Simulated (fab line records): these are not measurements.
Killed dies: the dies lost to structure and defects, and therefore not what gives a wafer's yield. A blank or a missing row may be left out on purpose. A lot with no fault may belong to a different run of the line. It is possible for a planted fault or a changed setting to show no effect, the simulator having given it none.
A sampling plan put to the test	flow nand harc	one fab line, 15 faults that these records tell of, each judged on the records of the lots that it struck; 1 more is left out, because the records don't allow judging it
The plan consists of the line's own looks: route steps at which the wafer is read by a gauge or an inspection but not changed. A look can be judged if struck wafers have a number there and the file gives its usual mean and standard deviation on fault-free wafers. Caught: the struck wafers' mean, at a look after the fault's first step, is 4 or more of those standard deviations (sigma) away from the usual mean. On the tool: the fault's steps, tested the same way using the tool's own readings. It also counts as caught if the struck wafers ran another recipe or if their record alone is blank.

== THE FAULTS, as the simulator had put them in ==
1. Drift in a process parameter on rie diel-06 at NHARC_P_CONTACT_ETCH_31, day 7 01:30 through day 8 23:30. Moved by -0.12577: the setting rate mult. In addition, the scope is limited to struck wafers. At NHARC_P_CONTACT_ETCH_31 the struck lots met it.
2. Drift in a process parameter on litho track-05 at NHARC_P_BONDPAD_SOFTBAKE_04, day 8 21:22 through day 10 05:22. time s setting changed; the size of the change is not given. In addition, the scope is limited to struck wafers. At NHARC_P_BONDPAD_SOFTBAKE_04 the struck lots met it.
3. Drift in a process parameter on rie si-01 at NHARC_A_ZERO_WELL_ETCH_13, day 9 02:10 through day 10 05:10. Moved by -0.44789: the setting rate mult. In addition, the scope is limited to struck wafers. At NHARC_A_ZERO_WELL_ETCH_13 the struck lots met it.
4. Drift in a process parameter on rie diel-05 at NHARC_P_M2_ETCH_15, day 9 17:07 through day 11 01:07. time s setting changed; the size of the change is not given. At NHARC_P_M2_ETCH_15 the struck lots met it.
5. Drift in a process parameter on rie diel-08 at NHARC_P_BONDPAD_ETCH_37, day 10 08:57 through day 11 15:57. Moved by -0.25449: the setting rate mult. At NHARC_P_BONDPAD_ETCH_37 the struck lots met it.
6. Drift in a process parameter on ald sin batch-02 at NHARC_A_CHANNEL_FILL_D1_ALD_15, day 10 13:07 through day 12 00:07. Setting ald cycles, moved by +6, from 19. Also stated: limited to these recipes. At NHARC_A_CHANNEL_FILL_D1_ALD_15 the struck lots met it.
7. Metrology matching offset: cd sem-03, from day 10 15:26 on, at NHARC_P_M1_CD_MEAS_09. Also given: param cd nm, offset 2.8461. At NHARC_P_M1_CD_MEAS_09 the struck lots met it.
8. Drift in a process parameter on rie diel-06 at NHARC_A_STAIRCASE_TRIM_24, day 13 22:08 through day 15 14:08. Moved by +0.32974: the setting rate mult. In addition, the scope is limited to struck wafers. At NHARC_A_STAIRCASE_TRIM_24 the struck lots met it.
9. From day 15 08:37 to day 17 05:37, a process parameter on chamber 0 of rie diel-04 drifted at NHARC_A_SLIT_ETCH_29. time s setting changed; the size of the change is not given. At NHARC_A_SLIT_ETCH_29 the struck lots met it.
10. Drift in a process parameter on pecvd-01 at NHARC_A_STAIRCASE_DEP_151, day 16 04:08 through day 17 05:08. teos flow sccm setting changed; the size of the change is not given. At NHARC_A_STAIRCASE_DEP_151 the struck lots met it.
11. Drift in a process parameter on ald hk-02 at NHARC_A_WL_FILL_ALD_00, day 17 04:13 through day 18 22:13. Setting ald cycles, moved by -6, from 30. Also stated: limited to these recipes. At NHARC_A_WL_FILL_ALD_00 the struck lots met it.
12. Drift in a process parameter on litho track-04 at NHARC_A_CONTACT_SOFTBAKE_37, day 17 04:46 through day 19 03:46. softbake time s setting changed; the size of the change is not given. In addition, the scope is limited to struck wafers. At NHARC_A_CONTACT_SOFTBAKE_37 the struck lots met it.
13. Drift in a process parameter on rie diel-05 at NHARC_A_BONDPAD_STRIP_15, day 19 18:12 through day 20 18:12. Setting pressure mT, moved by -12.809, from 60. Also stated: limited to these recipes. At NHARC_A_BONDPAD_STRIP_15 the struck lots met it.
14. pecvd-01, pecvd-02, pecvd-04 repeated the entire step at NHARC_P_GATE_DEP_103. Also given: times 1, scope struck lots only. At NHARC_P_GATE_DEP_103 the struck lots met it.
15. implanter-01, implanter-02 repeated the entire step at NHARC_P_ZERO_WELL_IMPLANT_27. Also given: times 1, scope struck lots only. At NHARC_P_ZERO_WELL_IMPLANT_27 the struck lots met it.

== WHAT THE PLAN SAW ==
fault	on the tool itself	first look that catches it	reading, sigma	median hours from its first step to that look	hours from the fault's start to the first struck lot there	judged looks passed uncaught
1	oes product au -4.2 sigma	no look after it can be judged	-	-	-	0
2	heater power total W +4.4 sigma	not the one look that can be judged after it	-	-	-	1
3	oes product au -27 sigma	none of the 3 looks that can be judged after it	-	-	-	3
4	run length s -19 sigma	none of the 2 looks that can be judged after it	-	-	-	2
5	oes product au -17 sigma	not the one look that can be judged after it	-	-	-	1
6	under 2 sigma	not the one look that can be judged after it	-	-	-	1
7	only faintly: cd nm +3.5 sigma	not the one look that can be judged after it	-	-	-	1
8	oes product au +18 sigma	NHARC_END_SORT_01	killed at array +6.9	194.1	206	0
9	run length s -16 sigma	no look after it can be judged	-	-	-	0
10	mfc precursor sccm +21 sigma	not the one look that can be judged after it	-	-	-	1
11	under 2 sigma	no look after it can be judged	-	-	-	0
12	heater power total W +99 or beyond sigma	no look after it can be judged	-	-	-	0
13	chamber pressure mTorr -99 or beyond sigma	not the one look that can be judged after it	-	-	-	1
14	under 2 sigma	none of the 2 looks that can be judged after it	-	-	-	2
15	no reading that can be judged	not the one look that can be judged after it	-	-	-	1
A dash: the fault is not caught, or the number is missing from these records.

Caught at a look: 1 of 15. Caught on the tool: 10 of 15. By one or the other: 10 of 15.
On the tool alone, faults 1, 2, 3, 4, 5, 9, 10, 12, 13 were caught.
Caught by neither: faults 6, 7, 11, 14, 15.

== THINNER SAMPLING ==
Were the look that catches a fault to measure just every second or every third lot (counted by lot number), the first struck lot would, at worst, be measured this late:
fault	struck lots at that look, in order of time	every lot	every second lot	every third lot
8	L601, L602, L604	206 h	213 h	may miss all 3
Hours count from the start of the fault until the first struck lot that is measured. 4 sigma limit: tested on the pooled struck wafers, so a lone lot may be under it. Other struck lots may not be in these records.

== THE LONGEST TIMED WAY FROM STEP TO LOOK ==
For fault 8, NHARC_A_STAIRCASE_TRIM_24 and NHARC_END_SORT_01 are separated by a median of 194.1 hours. No look between them can be judged.
